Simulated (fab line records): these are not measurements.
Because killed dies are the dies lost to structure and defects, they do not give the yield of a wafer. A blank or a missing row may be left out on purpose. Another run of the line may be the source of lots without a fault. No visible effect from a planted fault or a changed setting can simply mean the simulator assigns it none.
A lot that was struck, set against a sound lot || flow n5-finfet || 27 steps out of a route of 1938
Sound: these wafers, L256.3, L256.5, L256.6. Wafers L261.1, L261.4, L261.5 were the ones struck. The cause is named last.
For every step that has rows: the tool of each side, followed by ch and its chambers, followed by its first start. Under that, the readings that differ: sound wafers || struck wafers || difference of the means || sigmas: that difference in standard deviations of wafers without a fault.
alike: readings with means less than 2 such deviations apart, plus words and numbers identical on both sides. not compared: withheld readings, readings lacking a value on some wafer, bounds such as >300 that could conceal the same value, and numbers that have no deviation in the record and whose values overlap.
Wherever a step has rows on one side only, a row that says differs or no value, or a row with sigmas, the two part there. Non-overlapping numbers with no deviation appear without sigmas and do not part them. Lack of a reading on every wafer of one side parts them only where that side has two or more wafers.

first, 10 steps without rows for these wafers: N5_BEOL_M4_DESCUM_16 (chemistry O2, time 7 s); N5_BEOL_M4_ETCH_74 (etches underlayer in N2/H2, target depth 6.5 nm, time 5.2 s); N5_BEOL_M4_ETCH_63 (etches SiARC in CF4, target depth 15.6 nm, time 26 s); N5_BEOL_M4_ETCH_64 (etches SOC in N2/H2, target depth 75 nm, overetch 22.5 nm, time 121.9 s); N5_BEOL_M4_STRIP_65 (strips in N2/H2); N5_BEOL_M4_STRIP_75 (strips in N2/H2); N5_BEOL_M4_STRIP_66 (strips in CF4); N5_BEOL_M4_HM_OPEN_17 (chemistry Cl2/BCl3, target TiN, target depth 20 nm, overetch 6 nm); N5_BEOL_M4_STRIP_19 (strips in O2); N5_BEOL_M4_COAT_67 (time 60 s, resist thk 60 nm).
N5_BEOL_M4_COAT_68: time 60 s, resist thk 12 nm.
  sound on litho-track-05 ch 0, day 7 23:02; struck on litho-track-05 ch 0, day 9 03:08
{"reading": "spin-speed-rpm (rpm)", "sound": "1498.5 1500.4 1498.4", "struck": "1287.0 1287.9 1287.2", "difference": -211.7, "sigmas": "-99 or more"}
{"reading": "model.SiARC_of_BEOL_M4_COAT_68.thk-nm (nm)", "sound": "12 12 12", "struck": "13 13 13", "difference": "+1", "sigmas": ""}
then, 9 steps without rows for these wafers: N5_BEOL_M4_COAT_76 (time 60 s, resist thk 5 nm); N5_BEOL_M4_COAT_22 (resist thk 30 nm); N5_BEOL_M4_EBR_24; N5_BEOL_M4_SOFTBAKE_23 (time 60 s); N5_BEOL_M4_EXPOSE_25 (exposes mask V3, defocus 5 nm); N5_BEOL_M4_PEB_26 (peb time 60 s); N5_BEOL_M4_DEVELOP_27 (develop time 30 s); N5_BEOL_M4_DESCUM_33 (chemistry O2, time 7 s); N5_BEOL_M4_ETCH_77 (etches underlayer in N2/H2, target depth 6.5 nm, time 5.2 s).
N5_BEOL_M4_ETCH_69: etches SiARC in CF4, target depth 15.6 nm, time 26 s.
  sound on rie-diel-03 ch 0,3, day 8 00:17; struck on rie-diel-03 ch 0,1,2, day 9 03:43
{"reading": "model.etch.depth-nm (nm)", "sound": "12.02 12.05 11.98", "struck": "12.95 12.91 12.93", "difference": "+0.91", "sigmas": ""}
{"reading": "model.CAR-EUV_of_BEOL_M4_COAT_22.thk-nm (nm)", "sound": "11.2 11 11.2", "struck": "10.4 10.4 10.4", "difference": -0.7, "sigmas": ""}
  alike: drypump-motor-current-A, etch-rf-on-time-s, oes-product-au, rf-vpp-V, showerhead-plenum-p-Torr, throttle-valve-pct
  not compared: rf-hours-counter-h
then, 1 step without rows for these wafers: N5_BEOL_M4_ALD_98 (deposits SiO2, target thk 2.5 nm, pulse time 1 s, co reactant pulse time 1 s).
N5_BEOL_M4_ETCHBACK_99: etches SiO2 in CHF3, target depth 5 nm, time 10.4 s.
  sound on rie-diel-03 ch 0,1, day 8 00:44; struck on rie-diel-01 ch 2,3, day 9 04:53
{"reading": "model.CAR-EUV_of_BEOL_M4_COAT_22.thk-nm (nm)", "sound": "10.4 10.2 10.6", "struck": "9.6 9.8 9.8", "difference": -0.7, "sigmas": ""}
  alike: drypump-motor-current-A, oes-product-au, rf-vpp-V, showerhead-plenum-p-Torr, throttle-valve-pct
  not compared: rf-hours-counter-h
N5_BEOL_M4_ETCH_70: etches SOC in N2/H2, target depth 80 nm, overetch 24 nm, time 130 s.
  sound on rie-diel-03 ch 0,1, day 8 00:46; struck on rie-diel-01 ch 2,3, day 9 04:56
{"reading": "model.SiARC_of_BEOL_M4_COAT_68.thk-nm (nm)", "sound": "6 5.4 6", "struck": "7 6.4 6.4", "difference": "+1", "sigmas": ""}
  alike: drypump-motor-current-A, oes-product-au, rf-vpp-V, showerhead-plenum-p-Torr, throttle-valve-pct
  not compared: rf-hours-counter-h
then, 1 step without rows for these wafers: N5_BEOL_M4_STRIP_71 (strips in N2/H2).
N5_BEOL_M4_RC_MEAS_101:
  sound on prober-01 ch 0, day 8 05:34; struck on prober-02 ch 0, day 9 10:47
  alike: DIBL_N, DIBL_P, IOFF_N, IOFF_P, ION_N, ION_P, SS_N, SS_P, VT_N, VT_P
N5_PASSIVATION_PROBE_49:
  the record holds rows for the sound wafers here (prober-02, day 12 08:08) but none for the struck ones

WHERE THEY PART
At N5_BEOL_M4_COAT_68 first; at N5_PASSIVATION_PROBE_49 last (within this record only).

WHY: the cause the simulator had injected
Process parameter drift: litho-track-05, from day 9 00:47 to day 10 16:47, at N5_BEOL_M4_COAT_68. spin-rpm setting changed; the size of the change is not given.
